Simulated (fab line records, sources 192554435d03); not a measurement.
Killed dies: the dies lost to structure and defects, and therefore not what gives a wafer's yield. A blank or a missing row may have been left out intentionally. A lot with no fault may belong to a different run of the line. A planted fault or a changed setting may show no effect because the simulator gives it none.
Chamber matching    flow n5_finfet    4 sister chambers for N5_BEOL_M6_DESCUM_33 on rie_diel-03
The step chemistry O2, time 7 s. 16 wafers are shown with their chamber, then 8 later ones without.

== WAFERS WITH THEIR CHAMBER ==
wafer   chamber  showerhead_plenum_p_Torr (Torr)  drypump_motor_current_A (A)  oes_product_au (a.u.)
L075.2  3        2.23                             5.7                          0.96
L075.5  2        2.10                             5.4                          0.79
L075.6  1        2.12                             5.3                          0.82
L080.3  3        2.23                             5.7                          0.94
L080.4  0        2.06                             5.6                          0.71
L080.5  1        2.12                             5.3                          0.82
L083.2  2        2.10                             5.4                          0.77
L083.5  3        2.23                             5.7                          0.93
L083.6  0        2.06                             5.6                          0.72
L084.1  0        2.06                             5.6                          0.71
L084.3  1        2.11                             5.3                          0.81
L084.4  3        2.23                             5.7                          0.91
L088.1  1        2.11                             5.3                          0.80
L088.3  3        2.22                             5.7                          0.90
L088.4  2        2.09                             5.5                          0.76
L090.1  0        2.05                             5.6                          0.71

SIGNATURES, as means of the wafers listed above
reading                   chamber 0  chamber 1  chamber 2  chamber 3  scatter within a chamber
showerhead_plenum_p_Torr  2.0575     2.1150     2.0967     2.2280     0.00518
drypump_motor_current_A   5.600      5.300      5.433      5.700      0.0236
oes_product_au            0.7125     0.8125     0.7733     0.9280     0.0161
Rule: distance of a wafer from a chamber = root of the sum over the readings of ((wafer's reading minus chamber's mean) / reading's scatter) squared. If the next closest chamber is less than 2 further off than the closest, the wafer can't be placed; otherwise it belongs to the closest. The scatter: the root of (the sum of the squares of (reading less its chamber's mean) over the shown wafers, divided by (wafers less chambers)).

== WAFERS WITHOUT THEIR CHAMBER ==
wafer   showerhead_plenum_p_Torr (Torr)  drypump_motor_current_A (A)  oes_product_au (a.u.)
L090.2  2.11                             5.3                          0.81
L090.5  2.11                             5.3                          0.80
L094.2  2.11                             5.3                          0.79
L094.3  2.05                             5.6                          0.69
L094.5  2.11                             5.3                          0.79
L097.1  2.22                             5.7                          0.87
L097.3  2.10                             5.3                          0.78
L097.5  2.05                             5.6                          0.70

== WHICH CHAMBER EACH WENT THROUGH ==
wafer   from the rows above  in truth
L090.2  1                    1
L090.5  1                    1
L094.2  1                    1
L094.3  0                    0
L094.5  1                    1
L097.1  3                    3
L097.3  1                    1
L097.5  0                    0
Placed correctly: 8 of 8. Not placeable from these rows: 0. 0 placed wrongly.
